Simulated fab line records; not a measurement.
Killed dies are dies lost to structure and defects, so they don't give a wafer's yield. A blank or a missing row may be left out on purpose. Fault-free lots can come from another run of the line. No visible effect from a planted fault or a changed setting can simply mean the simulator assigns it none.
Struck lot and sound lot, side by side | flow nand_harc | 38 out of 1302 route steps
Sound: the wafers L114.2, L114.3, L114.6. Wafers struck: L129.1, L129.3, L129.6. The cause is named last.
At each step with rows: each side's tool, then ch and its chambers, then its first start. Under that, the readings that differ: sound wafers | struck wafers | difference of the means | sigmas: that difference in standard deviations of wafers without a fault.
alike: words and numbers the same on both sides, and readings whose means are apart by under 2 such deviations; not compared: readings that were withheld, readings missing a value for some wafer, numbers with overlapping values and no deviation given by the record, and bounds like >300 which may hide the same value.
Wherever a step has rows on one side only, a row that says differs or no value, or a row with sigmas, the two part there. When numbers do not overlap yet have no deviation, they are printed without sigmas and do not part them. A reading missing from all wafers of one side parts the sides only when that side holds two or more wafers.

first, 11 steps without rows for these wafers: NHARC_A_CONTACT_ETCH_131 (etches the open film in C4F8/O2/Ar, time 197 s, target depth 1918 nm); NHARC_A_CONTACT_ETCH_132 (etches the open film in C4F8/O2/Ar, time 197 s, target depth 1924 nm); NHARC_A_CONTACT_ETCH_133 (etches the open film in C4F8/O2/Ar, time 374 s, target depth 1610 nm); NHARC_A_CONTACT_ETCH_91 (etches the open film in CH3F/O2, target depth 40 nm, time 85.7 s); NHARC_A_CONTACT_ETCH_97 (etches the open film in C4F6/O2, target depth 20 nm, time 10 s); NHARC_A_CONTACT_STRIP_103 (strips in N2/H2); NHARC_A_CONTACT_STRIP_104 (strips in CF4/CHF3); NHARC_A_CONTACT_STRIP_105 (strips in O2/COS); NHARC_A_CONTACT_ETCH_106 (etches the open film in CF4/O2, target depth 90 nm, overetch 9 nm, time 49.5 s); NHARC_A_CONTACT_STRIP_82 (strips in O2); NHARC_A_CONTACT_STRIP_83 (strips in post etch residue remover, time 600 s).
NHARC_A_CONTACT_DEP_84: deposits aC, target thk 2800 nm.
  sound on acl_dep-01 ch 0, day 23 03:51; struck on acl_dep-01 ch 0, day 28 14:22
  alike: throttle_valve_pct
then, 25 steps without rows for these wafers: NHARC_A_CONTACT_DEP_85 (deposits SiON, target thk 60 nm); NHARC_A_CONTACT_DEHYDRATE_00 (time 120 s); NHARC_A_CONTACT_HMDS_01 (time 30 s); NHARC_A_CONTACT_COAT_86 (time 75 s); NHARC_A_CONTACT_COAT_87 (time 65 s); NHARC_A_CONTACT_COAT_02 (resist thk 90 nm); NHARC_A_CONTACT_SOFTBAKE_03 (time 55 s); NHARC_A_CONTACT_EBR_04; NHARC_A_CONTACT_EXPOSE_05 (exposes mask A CC); NHARC_A_CONTACT_PEB_06 (peb time 65 s); NHARC_A_CONTACT_DEVELOP_07 (develop time 35 s); NHARC_A_CONTACT_DESCUM_13 (chemistry O2, time 3 s); NHARC_A_CONTACT_ETCH_88 (etches the open film in CF4, target depth 39 nm, time 65 s); NHARC_A_CONTACT_ETCH_89 (etches the open film in N2/H2, target depth 260 nm, time 475.3 s); NHARC_A_CONTACT_ETCH_30 (etches the open film in CF4/CHF3, target depth 72.6 nm, time 36.3 s); NHARC_A_CONTACT_ETCH_31 (etches the open film in O2/COS, target depth 2800 nm, time 728 s); NHARC_A_CONTACT_ETCH_134 (etches the open film in C4F8/O2/Ar, time 140 s, target depth 700 nm); NHARC_A_CONTACT_ETCH_135 (etches the open film in C4F8/O2/Ar, time 311 s, target depth 1912 nm); NHARC_A_CONTACT_ETCH_136 (etches the open film in C4F8/O2/Ar, time 311 s, target depth 1912 nm); NHARC_A_CONTACT_ETCH_137 (etches the open film in C4F8/O2/Ar, time 311 s, target depth 1912 nm); NHARC_A_CONTACT_ETCH_138 (etches the open film in C4F8/O2/Ar, time 311 s, target depth 1914 nm); NHARC_A_CONTACT_ETCH_139 (etches the open film in C4F8/O2/Ar, time 195 s, target depth 840 nm); NHARC_A_CONTACT_ETCH_92 (etches the open film in CH3F/O2, target depth 40 nm, time 85.7 s); NHARC_A_CONTACT_ETCH_98 (etches the open film in C4F6/O2, target depth 20 nm, time 10 s); NHARC_A_CONTACT_STRIP_107 (strips in N2/H2).
-- break in the record here, with 2 days between the starts of the struck wafers on either side (left off in module A_CONTACT, picked up again in module END, where the first step shown is number 1302 on the route) --
NHARC_END_SORT_01:
  only the struck wafers appear in the record here, on prober-02 ch 0 at day 30 19:25; the sound ones have no rows

== WHERE THEY PART ==
NHARC_END_SORT_01 only, going by this record.

WHY: whatever the simulator had introduced
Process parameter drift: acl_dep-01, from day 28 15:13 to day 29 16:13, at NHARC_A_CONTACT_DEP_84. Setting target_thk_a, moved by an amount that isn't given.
